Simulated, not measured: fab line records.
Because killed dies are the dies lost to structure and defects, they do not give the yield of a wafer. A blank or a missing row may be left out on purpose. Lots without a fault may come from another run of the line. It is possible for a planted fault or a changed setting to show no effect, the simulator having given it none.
Split-lot experiment | flow n5 finfet | 7 lots, 21 wafers read, on a route of 1938 steps

## ON THE SPLIT
At N5_BEOL_M0_ETCH_138 (etches SiCN in CH3F/O2, target depth 12 nm, time 31.6 s), the setting source w was moved away from the recipe's 395 W on 9 of the 21 wafers read, by -16.2% to +14.3%. This setting was run at the recipe's value on the other wafers.

The split's own step is where the reading is taken.

## THE READING
rf vpp V, in V, at N5_BEOL_M0_ETCH_138 (etches SiCN in CH3F/O2, target depth 12 nm, time 31.6 s). Fault-free wafers of this fab line usually give 297.6 V, standard deviation 1.7 V.

wafer  | tool, chamber at the split | source w as run, W | against the recipe | rf vpp V, V | against lot-mates on the recipe
L074.1 | rie diel-05, 3             | 395                | recipe             | 299.3       | -
L074.3 | rie diel-05, 1             | 440                | +11.4%             | 285.0       | -14.3
L074.6 | rie diel-05, 3             | 440                | +11.4%             | 289.9       | -9.4
L076.2 | rie diel-05, 1             | 395                | recipe             | 296.7       | -
L076.3 | rie diel-05, 2             | 351.3              | -11.1%             | 311.5       | +14.8
L076.4 | rie diel-05, 0             | 351.3              | -11.1%             | 308.5       | +11.8
L078.4 | rie diel-05, 2             | 395                | recipe             | 297.2       | -
L078.5 | rie diel-05, 1             | 395                | recipe             | 296.9       | -
L078.6 | rie diel-05, 2             | 451.3              | +14.3%             | 285.2       | -11.8
L082.2 | rie diel-05, 0             | 395                | recipe             | 297.3       | -
L082.4 | rie diel-05, 1             | 425.5              | +7.7%              | 288.9       | -7.6
L082.6 | rie diel-05, 1             | 395                | recipe             | 295.7       | -
L084.2 | rie diel-05, 0             | 395                | recipe             | 295.0       | -
L084.4 | rie diel-05, 3             | 395                | recipe             | 300.6       | -
L084.6 | rie diel-05, 3             | 395                | recipe             | 300.9       | -
L085.3 | rie diel-02, 3             | 395                | recipe             | 298.1       | -
L085.4 | rie diel-02, 2             | 395                | recipe             | 299.3       | -
L085.5 | rie diel-02, 3             | 351                | -11.1%             | 310.5       | +11.8
L093.1 | rie diel-02, 0             | 395                | recipe             | 296.4       | -
L093.4 | rie diel-02, 1             | 331.1              | -16.2%             | 315.9       | +19.5
L093.6 | rie diel-02, 3             | 331.1              | -16.2%             | 316.2       | +19.8

FIT RESULTS
A straight line over all 21 wafers: rf vpp V changes by -1.04 V for each +1% of source w; r = -0.98; the points scatter about the line by 1.9 V.
The same after taking each lot's own level away (the mean of its wafers on the recipe; 21 wafers): -1.09 V for each +1%; r = -0.98; scatter 1.8 V.
Per that fit: largest source w move, reading shift of 18 V.
Across the lots, their own levels run from 296.40 to 299.30 V, a range of 1.7 times the standard deviation given above.
Hence the lot-to-lot level has little effect on the slope; both slopes agree.
Check: for one of the wafers moved furthest among these (-16.2%), held out of the fit, the line's prediction against its lot-mates is +17.9 V. Against them it came out at +19.5 V.
Tool readings at the split's step, against how far the setting was moved: rf vpp V r = -0.98.

## ADDITIONAL SPLITS CARRIED BY THESE WAFERS
Before the reading, these wafers also passed through other splits. Each is held against what the fit with the lots' levels taken away leaves over:
other split on the same wafers   | wafers away from the commonest value | r with rf vpp V (lot level and that fit taken away)
N5_BEOL_M0_SAQP_COAT_34 spin rpm | 2                                    | -0.07

## FILE'S OWN FIT
rf vpp V changes by -1.06 V for each +1% of source w, r = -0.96.
